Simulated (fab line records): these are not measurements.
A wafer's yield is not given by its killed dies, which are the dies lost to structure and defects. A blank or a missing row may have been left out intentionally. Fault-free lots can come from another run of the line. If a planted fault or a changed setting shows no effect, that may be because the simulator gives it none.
Chamber matching :: flow n5-finfet :: rie-diel-05 running N5_BEOL_M7_ETCH_65: 4 sister chambers
The step etches SiARC in CF4, target depth 15.6 nm, time 26 s. 8 wafers are shown with their chamber, then 8 later ones without.

WAFERS PAIRED WITH THEIR CHAMBERS
wafer: L077.3
chamber: 2
showerhead-plenum-p-Torr (Torr): 2.18
throttle-valve-pct (%): 15.0

wafer: L081.4
chamber: 1
showerhead-plenum-p-Torr (Torr): 2.16
throttle-valve-pct (%): 15.9

wafer: L081.5
chamber: 3
showerhead-plenum-p-Torr (Torr): 2.13
throttle-valve-pct (%): 16.2

wafer: L081.6
chamber: 0
showerhead-plenum-p-Torr (Torr): 2.11
throttle-valve-pct (%): 16.0

wafer: L085.2
chamber: 1
showerhead-plenum-p-Torr (Torr): 2.16
throttle-valve-pct (%): 15.9

wafer: L085.3
chamber: 0
showerhead-plenum-p-Torr (Torr): 2.11
throttle-valve-pct (%): 16.0

wafer: L085.4
chamber: 3
showerhead-plenum-p-Torr (Torr): 2.13
throttle-valve-pct (%): 16.2

wafer: L094.1
chamber: 2
showerhead-plenum-p-Torr (Torr): 2.17
throttle-valve-pct (%): 15.1

WAFERS WHOSE CHAMBER IS MISSING
wafer: L094.2
showerhead-plenum-p-Torr (Torr): 2.13
throttle-valve-pct (%): 16.2

wafer: L094.6
showerhead-plenum-p-Torr (Torr): 2.17
throttle-valve-pct (%): 15.1

wafer: L093.3
showerhead-plenum-p-Torr (Torr): 2.15
throttle-valve-pct (%): 15.9

wafer: L093.4
showerhead-plenum-p-Torr (Torr): 2.13
throttle-valve-pct (%): 16.1

wafer: L093.6
showerhead-plenum-p-Torr (Torr): 2.13
throttle-valve-pct (%): 16.2

wafer: L095.1
showerhead-plenum-p-Torr (Torr): 2.15
throttle-valve-pct (%): 15.9

wafer: L095.2
showerhead-plenum-p-Torr (Torr): 2.17
throttle-valve-pct (%): 15.1

wafer: L095.4
showerhead-plenum-p-Torr (Torr): 2.13
throttle-valve-pct (%): 16.2

THE CHAMBER EACH PASSED THROUGH
wafer: L094.2
from the rows above: 3
in truth: 3

wafer: L094.6
from the rows above: 2
in truth: 2

wafer: L093.3
from the rows above: 1
in truth: 1

wafer: L093.4
from the rows above: 3
in truth: 3

wafer: L093.6
from the rows above: 3
in truth: 3

wafer: L095.1
from the rows above: 1
in truth: 1

wafer: L095.2
from the rows above: 2
in truth: 2

wafer: L095.4
from the rows above: 3
in truth: 3
Placed correctly: 8 of 8. Number that these rows cannot place: 0. Number placed wrongly: 0.
How it was worked out, from the rows above alone: a wafer's distance from a chamber is the root of the sum, over the readings, of the square of ((its reading less the chamber's mean) divided by the reading's scatter). If the next closest chamber is less than 2 further off than the closest, the wafer can't be placed; otherwise it belongs to the closest. The mean given for a chamber averages the wafers shown for that chamber. The scatter is the square root of a quotient: the sum, over the shown wafers, of each reading's squared deviation from its chamber's mean, divided by wafers minus chambers.
